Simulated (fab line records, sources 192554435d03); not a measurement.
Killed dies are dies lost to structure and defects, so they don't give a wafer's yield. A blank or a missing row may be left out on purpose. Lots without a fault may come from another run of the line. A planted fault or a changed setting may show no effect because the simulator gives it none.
Split-lot experiment | flow n5_finfet | 7 lots, 21 wafers read, on a route of 1938 steps

THE SPLIT
At N5_MIM_BOT_ETCH_ETCH_04 (etches SiNx in CF4/O2, target depth 26 nm, time 13 s), the setting source_w was moved away from the recipe's 535 W on 10 of the 21 wafers read, by -11.1% to +15.8%. The other wafers ran this setting at the recipe's value.

The reading is taken at the split's own step.

THE READING
rf_vpp_V, in V, at N5_MIM_BOT_ETCH_ETCH_04 (etches SiNx in CF4/O2, target depth 26 nm, time 13 s). Fault-free wafers of this fab line usually give 238 V, standard deviation 3.6 V.

wafer  | tool, chamber at the split | source_w as run, W | against the recipe | rf_vpp_V, V | against lot-mates on the recipe
L076.1 | rie_diel-05, 1             | 603.3              | +12.8%             | 228         | -17
L076.2 | rie_diel-05, 2             | 603.3              | +12.8%             | 230         | -15
L076.4 | rie_diel-05, 2             | 535                | recipe             | 245         | -
L078.2 | rie_diel-06, 2             | 535                | recipe             | 234         | -
L078.3 | rie_diel-06, 0             | 535                | recipe             | 234         | -
L078.5 | rie_diel-06, 0             | 535                | recipe             | 235         | -
L086.1 | rie_diel-05, 0             | 573.4              | +7.2%              | 228         | -11
L086.3 | rie_diel-05, 3             | 573.4              | +7.2%              | 231         | -8
L086.6 | rie_diel-05, 3             | 535                | recipe             | 239         | -
L085.4 | rie_diel-02, 2             | 619.6              | +15.8%             | 216         | -24
L085.5 | rie_diel-02, 1             | 619.6              | +15.8%             | 220         | -20
L085.6 | rie_diel-02, 0             | 535                | recipe             | 240         | -
L093.2 | rie_diel-02, 0             | 535                | recipe             | 241         | -
L093.4 | rie_diel-02, 2             | 535                | recipe             | 231         | -
L093.6 | rie_diel-02, 0             | 589                | +10.1%             | 230         | -6
L092.1 | rie_diel-06, 1             | 475.7              | -11.1%             | 256         | +18
L092.2 | rie_diel-06, 0             | 535                | recipe             | 238         | -
L092.5 | rie_diel-06, 0             | 475.7              | -11.1%             | 254         | +16
L096.2 | rie_diel-06, 0             | 535                | recipe             | 239         | -
L096.3 | rie_diel-06, 2             | 535                | recipe             | 234         | -
L096.4 | rie_diel-06, 3             | 494.8              | -7.5%              | 247         | +10

THE FIT
A straight line over all 21 wafers: rf_vpp_V changes by -1.15 V for each +1% of source_w; r = -0.92; the points scatter about the line by 4 V.
The same after taking each lot's own level away (the mean of its wafers on the recipe; 21 wafers): -1.34 V for each +1%; r = -0.97; scatter 2.7 V.
On that fit, the largest move of source_w shifts the reading by 21 V.
The lots' own levels span 234.3 to 245.0 V, that is 3.0 times the standard deviation above.
So the lot-to-lot level changes the slope: the two fits differ.
Check: with one of the wafers moved furthest among these (+15.8%) left out of the fit, the line predicts -19.8 V for it against its lot-mates. It came out at -24 V against them.
Tool readings at the split's step, against how far the setting was moved: rf_vpp_V r = -0.92.

OTHER SPLITS ON THESE WAFERS
These wafers also went through other splits before the reading. Each is held against what the fit with the lots' levels taken away leaves over:
other split on the same wafers    | wafers away from the commonest value | r with rf_vpp_V (lot level and that fit taken away)
N5_BEOL_M13_COAT_58 spin_rpm      | 7                                    | -0.04
N5_BEOL_M15_COAT_04 spin_rpm      | 4                                    | -0.05
N5_BEOL_M15_TRENCH_ETCH_34 time_s | 8                                    | +0.21

THE WHOLE CHAIN: every reading that the file lists as answering this split, in the file's order
step                    | what it does                                         | reading                                                        | change (the file's fit)              | r (the file's)
N5_MIM_BOT_ETCH_ETCH_04 | etches SiNx in CF4/O2, target depth 26 nm, time 13 s | rf_vpp_V                                                       | -1.29 V for each +1% of the setting  | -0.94
N5_MIM_BOT_ETCH_ETCH_04 | etches SiNx in CF4/O2, target depth 26 nm, time 13 s | etch.depth_nm (the simulator's own value, which no gauge read) | +0.25 nm for each +1% of the setting | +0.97

THE FILE'S OWN FIT
rf_vpp_V changes by -1.29 V for each +1% of source_w, r = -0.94.
